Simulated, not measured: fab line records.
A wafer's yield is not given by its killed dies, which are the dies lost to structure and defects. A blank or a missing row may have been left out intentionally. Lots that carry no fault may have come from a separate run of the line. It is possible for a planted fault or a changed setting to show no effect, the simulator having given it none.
Tool commonality check :: flow nand harc :: Sample size 13 lots and 45 wafers

## WHY IT WAS OPENED
On 2 of the 13 lots, a flag is raised at NHARC_P_M0_INSPECT_11 on the reading raw defect count. No-fault wafers: 4.5, standard deviation 2.6.
Rule: a lot is flagged in two cases, either no wafer of it has a number, or all its wafers with numbers fall more than 4 standard deviations from that mean. The rest of the lots are taken to be sound.

lot: L185
measured: day 6 08:07
on: defect inspect-01
raw defect count, wafer by wafer: 2 3 4
flag: 

lot: L186
measured: day 6 14:53
on: defect inspect-01
raw defect count, wafer by wafer: 6 2 6
flag: 

lot: L188
measured: day 7 04:28
on: defect inspect-01
raw defect count, wafer by wafer: 398 328 374 401 338 374
flag: FLAGGED

lot: L189
measured: day 7 18:41
on: defect inspect-01
raw defect count, wafer by wafer: 400 386 428 399 375 424
flag: FLAGGED

lot: L198
measured: day 11 08:15
on: defect inspect-01
raw defect count, wafer by wafer: 1 2 4
flag: 

lot: L199
measured: day 12 09:21
on: defect inspect-02
raw defect count, wafer by wafer: 5 6 7
flag: 

lot: L202
measured: day 13 04:24
on: defect inspect-02
raw defect count, wafer by wafer: 4 2 2
flag: 

lot: L203
measured: day 13 22:23
on: defect inspect-02
raw defect count, wafer by wafer: 4 6 4
flag: 

lot: L205
measured: day 14 05:28
on: defect inspect-01
raw defect count, wafer by wafer: 3 9 3
flag: 

lot: L204
measured: day 14 05:43
on: defect inspect-02
raw defect count, wafer by wafer: 7 7 7
flag: 

lot: L206
measured: day 14 17:01
on: defect inspect-02
raw defect count, wafer by wafer: 9 10 11
flag: 

lot: L207
measured: day 15 03:58
on: defect inspect-02
raw defect count, wafer by wafer: 13 15 7
flag: 

lot: L208
measured: day 15 12:43
on: defect inspect-01
raw defect count, wafer by wafer: 7 4 5
flag: 
Averaged over the flagged lots the numbers come to 385.4, +380.9 from the usual (+99 or more standard deviations).

## EACH LOT AND THE TOOL IT RAN ON
Before the reading, the record contains 2 process steps out of a 1302-step route. Read each cell as the tool, then ch plus the chambers that the sampled wafers visited, then the start.
lot: L185
flag: 
NHARC_P_CONTACT_PVD_32: pvd sputter-03, day 6 07:25 or earlier
NHARC_P_M0_DEP_00: pecvd-04 ch 0,1,2, day 6 07:25

lot: L186
flag: 
NHARC_P_CONTACT_PVD_32: pvd sputter-02, day 6 13:55 or earlier
NHARC_P_M0_DEP_00: pecvd-04 ch 1,2, day 6 13:55

lot: L188
flag: FLAGGED
NHARC_P_CONTACT_PVD_32: pvd sputter-01, day 7 03:34 or earlier
NHARC_P_M0_DEP_00: pecvd-04 ch 0,1,2, day 7 03:34

lot: L189
flag: FLAGGED
NHARC_P_CONTACT_PVD_32: pvd sputter-01, day 7 17:44 or earlier
NHARC_P_M0_DEP_00: pecvd-04 ch 0,1, day 7 17:44

lot: L198
flag: 
NHARC_P_CONTACT_PVD_32: pvd sputter-03, day 11 07:33 or earlier
NHARC_P_M0_DEP_00: pecvd-04 ch 0,1,2, day 11 07:33

lot: L199
flag: 
NHARC_P_CONTACT_PVD_32: pvd sputter-03, day 12 08:23 or earlier
NHARC_P_M0_DEP_00: pecvd-02 ch 0,1, day 12 08:23

lot: L202
flag: 
NHARC_P_CONTACT_PVD_32: pvd sputter-01, day 13 03:34 or earlier
NHARC_P_M0_DEP_00: pecvd-01 ch 0,1,2, day 13 03:34

lot: L203
flag: 
NHARC_P_CONTACT_PVD_32: pvd sputter-03, day 13 21:31 or earlier
NHARC_P_M0_DEP_00: pecvd-01 ch 0,1, day 13 21:31

lot: L205
flag: 
NHARC_P_CONTACT_PVD_32: pvd sputter-01, day 14 04:29 or earlier
NHARC_P_M0_DEP_00: pecvd-04 ch 0,1,2, day 14 04:29

lot: L204
flag: 
NHARC_P_CONTACT_PVD_32: pvd sputter-02, day 14 04:46 or earlier
NHARC_P_M0_DEP_00: pecvd-04 ch 0,1,2, day 14 04:46

lot: L206
flag: 
NHARC_P_CONTACT_PVD_32: pvd sputter-03, day 14 16:09 or earlier
NHARC_P_M0_DEP_00: pecvd-01 ch 1,2, day 14 16:09

lot: L207
flag: 
NHARC_P_CONTACT_PVD_32: pvd sputter-03, day 15 03:07 or earlier
NHARC_P_M0_DEP_00: pecvd-04 ch 0,1, day 15 03:07

lot: L208
flag: 
NHARC_P_CONTACT_PVD_32: pvd sputter-03, day 15 11:46 or earlier
NHARC_P_M0_DEP_00: pecvd-04 ch 0,1,2, day 15 11:46
What these steps do:
- NHARC_P_CONTACT_PVD_32: deposits Ti, target thk 5 nm, time 17.7 s.
- NHARC_P_M0_DEP_00: deposits SiOC, target thk 150 nm.
- NHARC_P_M0_INSPECT_11

## FLAGGED OVER TOTAL, TOOL BY TOOL (the gauges that took the reading come last)
step: NHARC_P_CONTACT_PVD_32
tool: pvd sputter-01
lots run: 4
flagged: 2
share of the flagged lots: all
sound lots run after its first flagged lot: 2 (L202,L205)

step: NHARC_P_CONTACT_PVD_32
tool: pvd sputter-02
lots run: 2
flagged: 0
share of the flagged lots: none
sound lots run after its first flagged lot: -

step: NHARC_P_CONTACT_PVD_32
tool: pvd sputter-03
lots run: 7
flagged: 0
share of the flagged lots: none
sound lots run after its first flagged lot: -

step: NHARC_P_M0_DEP_00
tool: pecvd-01
lots run: 3
flagged: 0
share of the flagged lots: none
sound lots run after its first flagged lot: -

step: NHARC_P_M0_DEP_00
tool: pecvd-02
lots run: 1
flagged: 0
share of the flagged lots: none
sound lots run after its first flagged lot: -

step: NHARC_P_M0_DEP_00
tool: pecvd-04
lots run: 9
flagged: 2
share of the flagged lots: all
sound lots run after its first flagged lot: 5 (L198,L205,L204,L207,L208)

step: NHARC_P_M0_INSPECT_11
tool: defect inspect-01
lots run: 7
flagged: 2
share of the flagged lots: all
sound lots run after its first flagged lot: 3 (L198,L205,L208)

step: NHARC_P_M0_INSPECT_11
tool: defect inspect-02
lots run: 6
flagged: 0
share of the flagged lots: none
sound lots run after its first flagged lot: -
NHARC_P_CONTACT_PVD_32 gives no start for some lots, so the hours and the order of its lots are those of NHARC_P_M0_DEP_00.

## THE TABLE: WHAT IT ALLOWS
3 rows of the table ran every flagged lot: pvd sputter-01 at NHARC_P_CONTACT_PVD_32, pecvd-04 at NHARC_P_M0_DEP_00, defect inspect-01 at NHARC_P_M0_INSPECT_11.
- pvd sputter-01 at NHARC_P_CONTACT_PVD_32 ran 4 lots, 2 of them flagged. Sound lots ran on it after the first flagged one (L202, L205), which a lasting fault on the whole tool wouldn't allow.
- pecvd-04 at NHARC_P_M0_DEP_00 ran 9 lots, 2 of them flagged. Sound lots ran on it after the first flagged one (L198, L205, L204, L207, L208), which a lasting fault on the whole tool wouldn't allow.
- defect inspect-01 at NHARC_P_M0_INSPECT_11 ran 7 lots, 2 of them flagged. Sound lots ran on it after the first flagged one (L198, L205, L208), which a lasting fault on the whole tool wouldn't allow.
No row of the table ran every flagged lot and no sound lot after the first.

## WHAT THE SIMULATOR HAD PUT IN
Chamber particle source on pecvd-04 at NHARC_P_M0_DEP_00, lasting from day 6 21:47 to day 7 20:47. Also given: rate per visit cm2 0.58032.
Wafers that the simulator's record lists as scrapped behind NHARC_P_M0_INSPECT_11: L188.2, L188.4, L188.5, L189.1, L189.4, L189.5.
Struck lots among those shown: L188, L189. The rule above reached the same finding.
